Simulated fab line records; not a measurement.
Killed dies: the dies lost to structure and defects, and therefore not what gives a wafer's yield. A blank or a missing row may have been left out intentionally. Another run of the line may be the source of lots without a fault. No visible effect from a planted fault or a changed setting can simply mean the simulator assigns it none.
fab line records	flow nand-harc
record lots=13	wafers=38	last-day=32
route steps=1302 shown P_M2@341 THIN_TSV@1262 END@1302
lots untouched by any fault: they come from a run of this same line in which no faults occurred
start-h: start of the lot's first displayed wafer, in hours after the record's first day	wait-h: time in hours since the lot's previous step	" identical to the entry in the row above	L1.1+2: a row that stands for several wafers	- no value, or no start given	* or withheld: withheld	< > ~ a bound
route shown NAME@n: NAME is a module with steps in the file, n the number in the route of the first one	usual: mean/standard deviation of fault-free wafers	same: alike in all rows	chamber/n: place in a boat	sites: per-site readings	_std_site: the standard deviation of these	_edge_site: outer sites' mean less inner sites'	radius-mm: for every site, how far away it sits from the centre of the wafer	mask NAME#n: copy n	behind: tool/chamber where the wafer was last shaped	hold: why the lot was held/for how many hours/how that ended	device: names the non-switching transistor (n, p or np)	end of line: tests of these same wafers at the route's end	for a step that has no rows: nothing shown but its recipe	killed: at the first sort, the dies lost to defects and structure; wafer yield is something else	map: a wafer's dies, marking killed ones x, the rest . and places with no die _
set.NAME: the setting the step ran with; set.NAME@STEP: the setting that earlier step ran with	model.NAME: the simulator's own value behind a step, which no gauge read
a sample of lots followed through the steps of the route, with each step as a table and each wafer as a row
services: the hour from which a tool's chamber was out of use, counted from the record's first day as start-h (under 0 if before that day), plus the number of hours and why
## steps
# step NHARC_P_M2_PVD_21
# recipe target-thk-a=300	chamber-pressure-pa=5	power-w=5000	substrate-temp-c=30	time-s=20.49	material=Cu
# usual chamber-pressure-pa=4.998/0.0096	throttle-valve-pct=30.1/0.78
lot.wafer	tool	chamber	start-h	wait-h	chamber-pressure-pa	throttle-valve-pct
L205.4	pvd-sputter-03	-	151.32	-	4.999	30.2
L205.2	"	-	"	"	4.984	30.5
L205.6	"	-	"	"	4.982	30.1
L206.4	pvd-sputter-01	-	159.30	-	5.001	31.4
L206.5	"	-	"	"	5.004	30.1
L206.6	"	-	"	"	4.979	30.9
L207.3	pvd-sputter-01	-	170.88	-	5.011	30.6
L207.1	"	-	"	"	5.001	29.2
L207.6	"	-	"	"	4.995	30.5
L208.3	pvd-sputter-01	-	178.23	-	4.977	30.4
L208.6	"	-	"	"	4.985	30.3
L208.5	"	-	"	"	5.003	31.0
L209.3	pvd-sputter-02	-	190.22	-	4.984	31.0
L209.1	"	-	"	"	4.999	30.8
L209.2	"	-	"	"	4.992	31.2
L210.2	pvd-sputter-03	-	206.25	-	4.996	30.5
L210.4	"	-	"	"	5.004	28.9
L210.5	"	-	"	"	4.990	30.4
L211.2	pvd-sputter-03	-	212.05	-	4.983	30.3
L211.5	"	-	"	"	5.001	29.4
L211.6	"	-	"	"	4.997	29.5
L212.1	pvd-sputter-03	-	234.49	-	4.987	29.4
L212.2	"	-	"	"	4.985	28.7
L212.5	"	-	"	"	5.008	29.4
L217.1	pvd-sputter-03	-	274.23	-	4.998	29.8
L217.4	"	-	"	"	4.988	29.1
L217.5	"	-	"	"	5.003	29.7
L219.4	pvd-sputter-03	-	294.71	-	4.999	30.1
L219.5	"	-	"	"	4.999	29.7
L219.6	"	-	"	"	4.992	28.9
L220.2	pvd-sputter-03	-	296.64	-	5.004	29.5
L220.4	"	-	"	"	4.984	28.8
L220.5	"	-	"	"	4.999	30.2
L221.1	pvd-sputter-03	-	308.48	-	5.005	29.3
L221.3	"	-	"	"	4.985	28.9
L225.1	pvd-sputter-02	-	349.97	-	5.004	31.0
L225.3	"	-	"	"	4.990	30.6
L225.4	"	-	"	"	5.011	31.0
# step NHARC_THIN_TSV_ETCH_44
# recipe target-depth-a=15942	time-s=797.1	cf4-flow-sccm=150	o2-flow-sccm=10	ar-flow-sccm=0	rf-w=300	bias-w=800	chemistry=CF4/O2
# usual drypump-motor-current-A=5.9/0.41	oes-product-au=1.000/0.011	rf-vpp-V=795/5.5	showerhead-plenum-p-Torr=1.84/0.089	throttle-valve-pct=16.915/0.0099
lot.wafer	tool	chamber	start-h	wait-h	drypump-motor-current-A	oes-product-au	rf-hours-counter-h	rf-vpp-V	showerhead-plenum-p-Torr	throttle-valve-pct
L206.4	rie-diel-13	1	564.13	0.2	6.3	1.003	3.3	797	1.86	16.901
L206.6	"	2	"	"	5.5	0.996	-	787	1.71	16.897
L206.5	"	3	"	"	6.3	0.989	-	799	1.93	16.915
L205.4	rie-diel-09	3	569.05	0.2	5.9	0.998	3.4	803	1.96	16.930
L205.2	"	0	"	"	6.1	0.963	2.9	792	1.79	16.923
L205.6	"	1	"	"	6.3	1.005	-	797	1.85	16.924
L207.3	rie-diel-10	0	575.66	0.1	5.8	1.014	5.4	787	1.71	16.923
L207.1	"	3	"	"	5.7	1.010	5.0	788	1.73	16.915
L207.6	"	0	"	"	5.8	1.013	-	787	1.71	16.909
L208.3	rie-diel-10	3	576.81	0.2	5.7	1.007	5.3	788	1.73	16.928
L208.6	"	1	"	"	5.8	0.990	-	796	1.87	16.906
L208.5	"	2	"	"	4.8	0.987	-	799	1.93	16.919
L209.1	rie-diel-09	0	596.00	0.1	6.1	0.977	3.8	791	1.79	16.919
L209.3	"	1	"	"	6.3	1.014	3.8	796	1.85	16.931
L209.2	"	2	"	"	6.0	0.994	4.6	802	1.95	16.917
L210.4	rie-diel-10	0	612.82	0.1	5.9	0.993	0.7	787	1.71	16.920
L210.2	"	2	"	"	4.8	0.994	1.1	800	1.93	16.917
L210.5	"	1	"	"	5.8	1.006	-	798	1.86	16.919
L211.2	rie-diel-09	1	635.41	0.1	6.3	1.022	5.6	796	1.85	16.929
L211.6	"	0	"	"	6.1	0.989	-	791	1.79	16.931
L211.5	"	1	"	"	6.3	1.017	-	796	1.85	16.923
L212.2	rie-diel-13	3	648.30	0.1	6.3	0.990	8.2	800	1.93	16.918
L212.1	"	0	"	"	5.4	1.013	7.3	792	1.78	16.912
L212.5	"	3	"	"	6.3	0.988	-	801	1.93	16.914
L217.4	rie-diel-13	0	683.01	0.1	5.4	1.014	9.7	790	1.77	16.922
L217.1	"	1	"	"	6.3	1.002	11.7	796	1.86	16.900
L217.5	"	1	"	"	6.3	1.001	-	796	1.86	16.915
L220.2	rie-diel-09	3	716.12	0.1	5.9	1.000	1.8	801	1.96	16.904
L220.4	"	1	"	"	6.3	0.988	2.2	795	1.85	16.915
L219.4	rie-diel-13	2	717.38	0.2	5.4	1.001	1.3	787	1.70	16.914
L219.6	"	1	"	"	6.4	1.021	-	796	1.86	16.910
L221.3	rie-diel-10	3	737.43	0.2	5.7	1.013	6.5	788	1.73	16.904
L225.3	rie-diel-09	2	757.60	0.1	6.0	0.996	4.1	802	1.95	16.904
L225.1	"	0	"	"	6.1	1.004	3.4	791	1.79	16.921
L225.4	"	1	"	"	6.3	0.982	3.7	797	1.85	16.897
# step NHARC_THIN_TSV_PVD_19
# recipe target-thk-a=200	chamber-pressure-pa=5	material=TaN
# usual chamber-pressure-pa=5.000/0.01	throttle-valve-pct=30.1/1.1
lot.wafer	tool	chamber	start-h	wait-h	chamber-pressure-pa	throttle-valve-pct
L206.4	pvd-sputter-01	-	-	-	5.011	30.1
L206.6	"	-	"	"	5.005	30.3
L206.5	"	-	"	"	5.018	32.0
L205.4	pvd-sputter-02	-	-	-	4.983	30.8
L205.2	"	-	"	"	5.004	30.7
L205.6	"	-	"	"	4.999	30.9
L207.3	pvd-sputter-03	-	-	-	5.008	30.0
L207.1	"	-	"	"	4.998	30.1
L207.6	"	-	"	"	4.994	29.6
L208.3	pvd-sputter-03	-	-	-	4.990	28.7
L208.6	"	-	"	"	4.995	30.0
L208.5	"	-	"	"	4.992	29.1
L209.3	pvd-sputter-03	-	-	-	4.980	30.4
L209.2	"	-	"	"	4.998	29.5
L209.1	"	-	"	"	4.998	29.1
L210.2	pvd-sputter-01	-	-	-	4.997	28.2
L210.4	"	-	"	"	5.015	29.7
L210.5	"	-	"	"	5.003	27.8
L211.2	pvd-sputter-02	-	-	-	5.002	31.2
L211.5	"	-	"	"	4.991	30.5
L211.6	"	-	"	"	4.994	30.6
L212.2	pvd-sputter-02	-	-	-	4.993	30.4
L212.1	"	-	"	"	4.985	31.3
L212.5	"	-	"	"	4.989	30.3
L217.1	pvd-sputter-02	-	-	-	4.978	30.4
L217.4	"	-	"	"	4.995	31.5
L217.5	"	-	"	"	5.002	31.6
L220.2	pvd-sputter-01	-	-	-	4.997	28.2
L220.4	"	-	"	"	4.996	29.8
L219.4	pvd-sputter-02	-	-	-	4.994	30.6
L219.6	"	-	"	"	4.999	31.1
L221.3	pvd-sputter-02	-	-	-	4.995	30.2
L225.1	pvd-sputter-03	-	-	-	5.002	29.9
L225.3	"	-	"	"	5.013	28.9
L225.4	"	-	"	"	5.005	27.7
# step NHARC_THIN_TSV_DEGAS_53
# recipe temp-c=300	time-s=60
# usual heater-power-w=482/29
lot.wafer	tool	chamber	start-h	wait-h	heater-power-w
L206.4	pvd-sputter-01	-	568.57	0.1	463
L206.6	"	-	"	"	463
L206.5	"	-	"	"	473
L205.2	pvd-sputter-02	-	573.44	0.1	455
L205.4	"	-	"	"	542
L205.6	"	-	"	"	522
L207.1	pvd-sputter-03	-	580.20	0.1	466
L207.3	"	-	"	"	454
L207.6	"	-	"	"	463
L208.3	pvd-sputter-01	-	581.21	0.1	507
L208.5	"	-	"	"	477
L208.6	"	-	"	"	494
L209.1	pvd-sputter-03	-	600.82	0.1	499
L209.2	"	-	"	"	527
L209.3	"	-	"	"	462
L210.4	pvd-sputter-01	-	617.35	0.1	477
L210.2	"	-	"	"	468
L210.5	"	-	"	"	469
L211.2	pvd-sputter-03	-	639.93	0.1	466
L211.6	"	-	"	"	474
L211.5	"	-	"	"	506
L212.2	pvd-sputter-01	-	652.80	0.1	476
L212.1	"	-	"	"	530
L212.5	"	-	"	"	483
L217.4	pvd-sputter-02	-	687.51	0.1	473
L217.1	"	-	"	"	519
L217.5	"	-	"	"	459
L220.4	pvd-sputter-02	-	720.58	0.1	521
L220.2	"	-	"	"	466
L219.4	pvd-sputter-01	-	721.78	0.1	537
L219.6	"	-	"	"	471
L221.3	pvd-sputter-02	-	741.87	0.1	512
L225.1	pvd-sputter-03	-	762.27	0.1	432
L225.3	"	-	"	"	508
L225.4	"	-	"	"	470
# step NHARC_END_SORT_01
# recipe temp-c=25
# usual defect-limited-yield=90.1/2.6	killed-at-array=63/17	killed-at-other=0.8/1.1	killed-at-periphery=3.5/3	killed-dies=67/17	killed-open=3.1/1.6	killed-short=2.6/1.4
# same gross-dies=677
lot.wafer	tool	chamber	start-h	wait-h	defect-limited-yield[%]	killed-at-array	killed-at-other	killed-at-periphery	killed-dies	killed-open	killed-short
L205.2	prober-01	0	589.12	2.8	87.7	79	0	4	83	8	1
L205.4	prober-01	0	590.73	3.4	87.4	80	4	1	85	2	2
L205.6	prober-01	0	592.34	4.0	91.1	57	3	0	60	3	3
L210.2	prober-01	0	629.69	2.8	89.1	70	1	3	74	6	2
L210.4	prober-01	0	631.32	3.5	92.0	51	0	3	54	6	0
L210.5	prober-01	0	632.14	3.8	92.6	50	0	0	50	1	1
L217.1	prober-01	0	698.24	2.5	87.6	64	3	17	84	0	0
L217.4	prober-01	0	700.61	3.4	87.0	73	1	14	88	2	3
L217.5	prober-01	0	701.41	3.7	86.3	77	1	15	93	2	2
L220.2	prober-01	0	732.87	2.8	92.2	46	0	7	53	2	4
L220.4	prober-01	0	734.46	3.4	91.9	52	1	2	55	3	3
L220.5	prober-01	0	735.25	3.7	0	65	2	610	677	3	6
L219.4	prober-02	0	734.46	3.4	90.7	57	0	6	63	3	2
L219.5	prober-02	0	735.26	3.7	0.1	69	0	607	676	5	3
L219.6	prober-02	0	736.06	4.0	88.2	76	0	4	80	1	4
L221.1	prober-01	0	758.98	2.5	0.4	61	0	613	674	6	3
L221.3	prober-01	0	760.57	3.1	91.4	57	0	1	58	2	4
# killed by level:class
L205.2 A_CHANNEL_HOLE_D2:chamber-film-flake=32 A_CHANNEL_HOLE_D1:chamber-film-flake=27 A_CONTACT:chamber-film-flake=6 A_STAIRCASE:chamber-film-flake=4 A_ONON_D2:geometric-particle:open=2 A_CHANNEL_FILL_D1:chamber-film-flake=2 P_CONTACT:geometric-particle:open=1 P_M0:geometric-particle:open=1
L205.4 A_CHANNEL_HOLE_D1:chamber-film-flake=35 A_CHANNEL_HOLE_D2:chamber-film-flake=30 A_CONTACT:chamber-film-flake=7 HYBRID_BOND:chamber-film-flake=4 A_M1:chamber-film-flake=3 P_CONTACT:geometric-particle:open=1 A_SOURCE_PLATE:geometric-particle:short=1 A_CHANNEL_FILL_D2:geometric-particle:open=1
L205.6 A_CHANNEL_HOLE_D2:chamber-film-flake=27 A_CHANNEL_HOLE_D1:chamber-film-flake=15 A_STAIRCASE:chamber-film-flake=4 A_ONON_D2:geometric-particle:short=2 A_CONTACT:chamber-film-flake=2 THIN_TSV:chamber-film-flake=2 A_SGD_CUT:geometric-particle:open=1 A_WL_FILL:geometric-particle:open=1
L210.2 A_CHANNEL_HOLE_D2:chamber-film-flake=44 A_CONTACT:chamber-film-flake=8 A_WL_FILL:chamber-film-flake=5 A_CHANNEL_HOLE_D1:chamber-film-flake=4 A_BONDPAD:chamber-film-flake=2 P_GATE:geometric-particle:open=1 P_M1:geometric-particle:open=1 A_SGD_CUT:geometric-particle:short=1
L210.4 A_CHANNEL_HOLE_D2:chamber-film-flake=34 A_CONTACT:chamber-film-flake=3 A_M0:geometric-particle:open=2 A_SGD_CUT:chamber-film-flake=2 P_CONTACT:geometric-particle:open=1 A_ONON_D1:geometric-particle:open=1 A_CHANNEL_FILL_D2:geometric-particle:open=1 A_SGD_CUT:geometric-particle:open=1
L210.5 A_CHANNEL_HOLE_D2:chamber-film-flake=35 A_CHANNEL_HOLE_D1:chamber-film-flake=5 A_BONDPAD:chamber-film-flake=3 A_STAIRCASE:chamber-film-flake=2 A_WL_FILL:chamber-film-flake=2 A_ONON_D2:geometric-particle:open=1 A_CHANNEL_FILL_D2:geometric-particle:short=1 A_M1:chamber-film-flake=1
L217.1 A_SLIT:chamber-film-flake=27 A_CHANNEL_HOLE_D2:chamber-film-flake=17 A_CONTACT:chamber-film-flake=9 P_M1:chamber-film-flake=6 A_CHANNEL_HOLE_D1:chamber-film-flake=5 P_GATE:chamber-film-flake=4 P_BONDPAD:chamber-film-flake=4 A_M0:chamber-film-flake=4
L217.4 A_SLIT:chamber-film-flake=31 A_CHANNEL_HOLE_D2:chamber-film-flake=20 A_CONTACT:chamber-film-flake=8 P_ZERO_WELL:chamber-film-flake=5 A_CHANNEL_HOLE_D1:chamber-film-flake=4 P_M1:chamber-film-flake=4 P_BONDPAD:chamber-film-flake=4 A_M0:chamber-film-flake=3
L217.5 A_SLIT:chamber-film-flake=34 A_CHANNEL_HOLE_D2:chamber-film-flake=21 P_M1:chamber-film-flake=9 A_CONTACT:chamber-film-flake=8 A_CHANNEL_HOLE_D1:chamber-film-flake=5 P_GATE:chamber-film-flake=4 A_STAIRCASE:chamber-film-flake=3 P_BONDPAD:chamber-film-flake=2
L220.2 A_CHANNEL_HOLE_D1:chamber-film-flake=27 A_CONTACT:chamber-film-flake=7 A_STAIRCASE:chamber-film-flake=6 A_DECK1_JOINT:chamber-film-flake=3 P_M0:geometric-particle:short=2 P_GATE:geometric-particle:short=1 P_CONTACT:geometric-particle:open=1 A_ONON_D1:geometric-particle:short=1
L220.4 A_CHANNEL_HOLE_D1:chamber-film-flake=34 A_CONTACT:chamber-film-flake=6 A_STAIRCASE:chamber-film-flake=5 A_SLIT:chamber-film-flake=2 P_GATE:geometric-particle:short=1 P_M1:geometric-particle:open=1 A_ONON_D1:geometric-particle:open=1 A_ONON_D1:geometric-particle:short=1
L219.4 A_SLIT:chamber-film-flake=24 A_CHANNEL_HOLE_D2:chamber-film-flake=16 A_CHANNEL_HOLE_D1:chamber-film-flake=7 A_CONTACT:chamber-film-flake=7 A_STAIRCASE:chamber-film-flake=3 P_GATE:geometric-particle:open=1 P_GATE:geometric-particle:short=1 P_CONTACT:geometric-particle:open=1
L220.5 P_M2:area-pvd=609 A_CHANNEL_HOLE_D1:chamber-film-flake=35 A_STAIRCASE:chamber-film-flake=9 A_CONTACT:chamber-film-flake=7 A_SLIT:chamber-film-flake=3 A_ONON_D1:geometric-particle:short=2 A_DECK1_JOINT:chamber-film-flake=2 THIN_TSV:chamber-film-flake=2
L219.5 P_M2:area-pvd=606 A_SLIT:chamber-film-flake=35 A_CHANNEL_HOLE_D2:chamber-film-flake=21 A_CHANNEL_HOLE_D1:chamber-film-flake=6 A_M0:geometric-particle:open=2 P_M0:geometric-particle:open=1 A_CHANNEL_FILL_D1:geometric-particle:short=1 A_DECK1_JOINT:geometric-particle:short=1
L219.6 A_SLIT:chamber-film-flake=37 A_CHANNEL_HOLE_D2:chamber-film-flake=22 A_CHANNEL_HOLE_D1:chamber-film-flake=7 A_CONTACT:chamber-film-flake=4 P_STI:chamber-film-flake=2 A_CHANNEL_FILL_D1:geometric-particle:short=1 A_ONON_D2:geometric-particle:short=1 A_CHANNEL_HOLE_D2:geometric-particle:open=1
L221.1 P_M2:area-pvd=611 A_CHANNEL_HOLE_D2:chamber-film-flake=25 A_CHANNEL_HOLE_D1:chamber-film-flake=9 A_STAIRCASE:chamber-film-flake=8 A_SLIT:chamber-film-flake=6 A_CONTACT:chamber-film-flake=2 P_CONTACT:geometric-particle:open=1 A_CHANNEL_FILL_D1:geometric-particle:open=1
L221.3 A_CHANNEL_HOLE_D2:chamber-film-flake=24 A_CHANNEL_HOLE_D1:chamber-film-flake=9 A_STAIRCASE:chamber-film-flake=8 A_SLIT:chamber-film-flake=7 A_DECK1_JOINT:chamber-film-flake=3 P_M0:geometric-particle:open=1 A_SOURCE_PLATE:geometric-particle:short=1 A_CHANNEL_FILL_D1:geometric-particle:short=1
## services
tool	chamber	start-h	hours	kind
rie-diel-09	-	143.10	9.0	pm
pvd-sputter-03	-	170.02	10.0	pm
pvd-sputter-02	-	194.21	0.7	repair
pvd-sputter-01	-	226.09	10.0	pm
pvd-sputter-02	-	234.80	0.6	repair
pvd-sputter-03	-	253.00	3.6	repair
pvd-sputter-02	-	282.06	10.0	pm
pvd-sputter-03	-	348.02	10.0	pm
pvd-sputter-01	-	404.09	10.0	pm
pvd-sputter-01	-	425.79	1.2	repair
pvd-sputter-03	-	441.91	3.2	repair
pvd-sputter-01	-	448.79	8.7	repair
pvd-sputter-02	-	460.06	10.0	pm
pvd-sputter-03	-	526.02	10.0	pm
pvd-sputter-03	-	554.30	3.0	repair
pvd-sputter-01	-	582.09	10.0	pm
pvd-sputter-03	-	640.88	3.3	repair
pvd-sputter-02	-	661.96	8.5	repair
pvd-sputter-01	-	681.36	0.6	repair
pvd-sputter-03	-	682.98	3.2	repair
pvd-sputter-03	-	686.98	22.1	repair
pvd-sputter-03	-	745.86	0.9	repair
pvd-sputter-02	-	757.91	14.8	repair
pvd-sputter-01	-	760.14	10.0	pm
## key
first-sign step=NHARC_END_SORT_01	reading=killed-at-periphery	direction=up	sigmas=99+	usual=3.5	struck=610
effect step=NHARC_END_SORT_01	reading=defect-limited-yield	direction=down	sigmas=35	usual=90.1	struck=0.2
more-kills-born-at NHARC_P_M2_PVD_21@pvd-sputter-03=1826
met-at NHARC_P_M2_PVD_21
struck-lots L219,L220,L221
struck-wafers L219.5,L220.5,L221.1
later-rows-left-out L219.5,L220.5,L221.1
not-acting-at NHARC_THIN_TSV_ETCH_44,NHARC_THIN_TSV_PVD_19,NHARC_THIN_TSV_DEGAS_53
onset-between 274.23 294.71
fault kind=process-parameter-drift	tool=pvd-sputter-03	chamber=-	onset-h=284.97	steps=NHARC_P_M2_PVD_21	channel=target-thk-a	offset=*	shape=step	end-h=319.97	scope=struck-wafers-only	acts-in=*	stated=*
# later-rows-left-out: the simulator's readings of these wafers behind a module that went badly wrong aren't trusted and aren't shown, but for the sort
